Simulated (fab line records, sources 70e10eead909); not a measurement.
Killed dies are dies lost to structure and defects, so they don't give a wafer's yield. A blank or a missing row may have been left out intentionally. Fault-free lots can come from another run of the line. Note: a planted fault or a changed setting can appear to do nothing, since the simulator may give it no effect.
Which tool is to blame?	flow nand-harc	15 lots, 45 wafers sampled, at 2 steps of a route of 1159

== WHAT THE GAUGES SHOWED, per wafer ==
NHARC_A_M1_OVL_MEAS_10: pitch 240 nm. Usual: overlay-x-nm 0.2 nm, standard deviation 0.92; overlay-y-nm -0.1 nm, standard deviation 0.89.
lot	measured	on	overlay-x-nm (nm)	overlay-y-nm (nm)	flag
L585	day 17 11:54	overlay-02	1.1 1.0 0.2	-1.2 -0.7 -0.6	
L588	day 17 20:04	overlay-02	0.9 0.3 0.5	-0.6 -0.3 0.4	
L590	day 18 01:08	overlay-02	-0.8 -0.6 -1.0	0.8 0.8 0.8	
L591	day 19 15:02	overlay-02	-1.3 -1.6 -1.1	1.0 1.2 1.0	
L594	day 19 22:29	overlay-01	0.0 -0.3 0.5	-0.5 -0.8 -0.2	
L593	day 19 23:11	overlay-01	0.4 0.4 0.5	-1.4 -1.3 -2.3	
L595	day 20 08:32	overlay-01	1.6 2.1 1.7	1.4 1.6 1.8	
L596	day 20 09:11	overlay-02	1.2 1.2 1.1	0.3 0.1 -0.1	
L602	day 21 20:41	overlay-02	1.8 0.8 0.9	0.4 0.5 0.8	
L600	day 22 02:56	overlay-02	0.8 0.9 0.1	-1.2 -1.2 -2.2	
L604	day 22 07:31	overlay-01	0.2 -0.3 -1.1	-1.1 -1.2 -0.8	
L601	day 22 09:53	overlay-01	-1.3 -1.4 -1.4	-0.7 -1.1 -0.5	
L605	day 22 21:04	overlay-02	-0.9 -0.6 -0.5	-0.4 -0.1 0.0	
L606	day 22 21:37	overlay-02	-0.6 -0.4 -0.4	-0.3 -0.6 -0.1	
L608	day 23 20:16	overlay-02	-0.9 -0.6 -0.6	-0.4 -0.2 -0.2	

== TOOL THAT RAN EACH LOT (tool first, then ch and the chambers of the sampled wafers, then the start) ==
lot	NHARC_A_M0_PRE_CLEAN_31
L585	pecvd-02 ch 0,1,2, day 17 10:32
L588	pecvd-02 ch 0,1,2, day 17 18:47
L590	pecvd-02 ch 0,1, day 17 23:44
L591	pecvd-01 ch 0,2, day 19 13:38
L594	pecvd-01 ch 1,2, day 19 20:46
L593	pecvd-02 ch 0,1, day 19 21:47
L595	pecvd-03 ch 0,1,2, day 20 07:08
L596	pecvd-02 ch 0,1, day 20 07:29
L602	pecvd-03 ch 0,1, day 21 19:17
L600	pecvd-01 ch 0,1,2, day 22 01:23
L604	pecvd-01 ch 0,1,2, day 22 06:06
L601	pecvd-03 ch 0,1,2, day 22 08:28
L605	pecvd-03 ch 0,1,2, day 22 19:32
L606	pecvd-03 ch 1,2, day 22 20:15
L608	pecvd-01 ch 0,1,2, day 23 18:52
- NHARC_A_M0_PRE_CLEAN_31: time 12 s.

== AS READ BY THE TOOLS THEMSELVES (means over the sampled wafers that have a number; for cases with no such wafer, the mark the record gives instead) ==
NHARC_A_M0_PRE_CLEAN_31. Usual: heater-power-w 656 W, standard deviation 66; rf-fwd-power-W 292.5 W, standard deviation 0.92.
lot	tool	heater-power-w (W)	rf-fwd-power-W (W)	flag
L585	pecvd-02	671	292.4	
L588	pecvd-02	621	291.8	
L590	pecvd-02	718	292.3	
L591	pecvd-01	644	292.9	
L594	pecvd-01	688	292.8	
L593	pecvd-02	693	292.6	
L595	pecvd-03	657	292.9	
L596	pecvd-02	696	292.4	
L602	pecvd-03	615	292.8	
L600	pecvd-01	642	293.8	
L604	pecvd-01	648	293.0	
L601	pecvd-03	632	293.1	
L605	pecvd-03	641	292.2	
L606	pecvd-03	634	292.5	
L608	pecvd-01	684	292.7	

== THE ANSWER, worked out from the rows above alone ==
Rule: a lot counts as off when the mean over its wafers that have a number is more than 3 standard deviations away from the usual mean. Also off: a lot with no number at a reading for which 4 or more lots have one. Where the step has rows for the other lots, those lots are counted as sound. The gauges are gone through in route order, then the tools' own readings, and for those a lot's mean is taken as printed above. The first step at which some lot is off is used, and at that step the reading that is off furthest; a lot without a number counts as furthest.
No lot is off at any reading shown: from this, nothing can be told.

== WHAT THE SIMULATOR PUT IN ==
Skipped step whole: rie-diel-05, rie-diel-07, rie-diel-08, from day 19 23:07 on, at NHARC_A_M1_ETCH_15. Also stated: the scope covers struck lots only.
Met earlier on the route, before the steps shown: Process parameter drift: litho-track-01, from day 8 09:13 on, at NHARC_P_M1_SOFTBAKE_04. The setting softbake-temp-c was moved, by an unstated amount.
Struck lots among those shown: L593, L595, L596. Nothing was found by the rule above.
